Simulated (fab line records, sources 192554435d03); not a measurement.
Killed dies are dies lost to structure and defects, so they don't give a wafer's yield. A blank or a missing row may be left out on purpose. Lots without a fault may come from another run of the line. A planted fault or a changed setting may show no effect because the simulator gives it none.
One fault seen from 2 desks | flow n5_finfet | each desk has only its own numbers; what lay behind them comes last

THE DEFECT DESK
What the inspections along the route counted, lot by lot: means of the sampled wafers that have a number. A lot is out of limits, marked OUT, if its mean lies more than 4 standard deviations from the usual mean; the brackets give that distance.
Columns: A = raw_defect_count at N5_MIM_TOP_LITHO_INSPECT_12, usual 2.0
lot  | first seen here | A
L923 | day 12 12:32    | 1.0
L926 | day 12 20:09    | 1.0
L929 | day 13 03:41    | 2.0
L931 | day 14 03:33    | 1.0
L936 | day 15 02:02    | 1.7
L933 | day 15 03:04    | 4.0
L934 | day 15 08:54    | 257.0 (+99 or more) OUT
L935 | day 15 14:27    | 253.7 (+99 or more) OUT
L945 | day 17 06:31    | 2.0
L943 | day 17 11:57    | 2.3
L944 | day 17 12:33    | 2.3
This desk's finding: out of limits on L934, L935; first on L934, day 15 08:54 (raw_defect_count at N5_MIM_TOP_LITHO_INSPECT_12). In limits: L923, L926, L929, L931, L936, L933, L945, L943, L944.

THE TOOL OWNER'S DESK: pecvd-01
The tool's own readings at N5_PASSIVATION_PECVD_00 (deposits SiO2 from SiH4/N2O, target thk 200 nm, time 11.2 s): means of the sampled wafers that have a number, for each lot that ran on this tool. A lot is out of limits, marked OUT, if its mean lies more than 4 standard deviations from the usual mean; the brackets give that distance.
Columns: A = heater_power_w at N5_PASSIVATION_PECVD_00, usual 620 W; B = showerhead_plenum_p_Torr at N5_PASSIVATION_PECVD_00, usual 8.18 Torr; C = susceptor_temp_C at N5_PASSIVATION_PECVD_00, usual 400.01 C; D = throttle_valve_pct at N5_PASSIVATION_PECVD_00, usual 51 %
lot  | first seen here | A   | B    | C      | D
L923 | day 12 08:08    | 704 | 8.20 | 400.12 | 51
L926 | day 12 14:28    | 716 | 8.15 | 400.00 | 53
L929 | day 13 00:38    | 686 | 8.20 | 399.91 | 51
L936 | day 14 22:29    | 661 | 8.21 | 399.75 | 51
L933 | day 14 23:17    | 700 | 8.07 | 399.91 | 50
L934 | day 15 04:38    | 652 | 8.10 | 400.15 | 48
L935 | day 15 10:56    | 633 | 8.26 | 399.82 | 49
This desk's finding: nothing out of limits on any of the 7 lots.

PUT TOGETHER
The defect desk could have raised an alarm at day 15 08:54, on L934, L935.
The tool owner's desk saw nothing out of limits.
The tool owner's desk has L934, L935 on record, within its limits.
Of the lots named, all ran N5_PASSIVATION_PECVD_00 on pecvd-01.

WHAT THE SIMULATOR HAD PUT IN
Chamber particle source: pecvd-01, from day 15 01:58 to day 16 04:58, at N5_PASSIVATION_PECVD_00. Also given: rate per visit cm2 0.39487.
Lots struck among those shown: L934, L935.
Hours from the fault's start to each desk's first reading out of limits: the defect desk, 7.
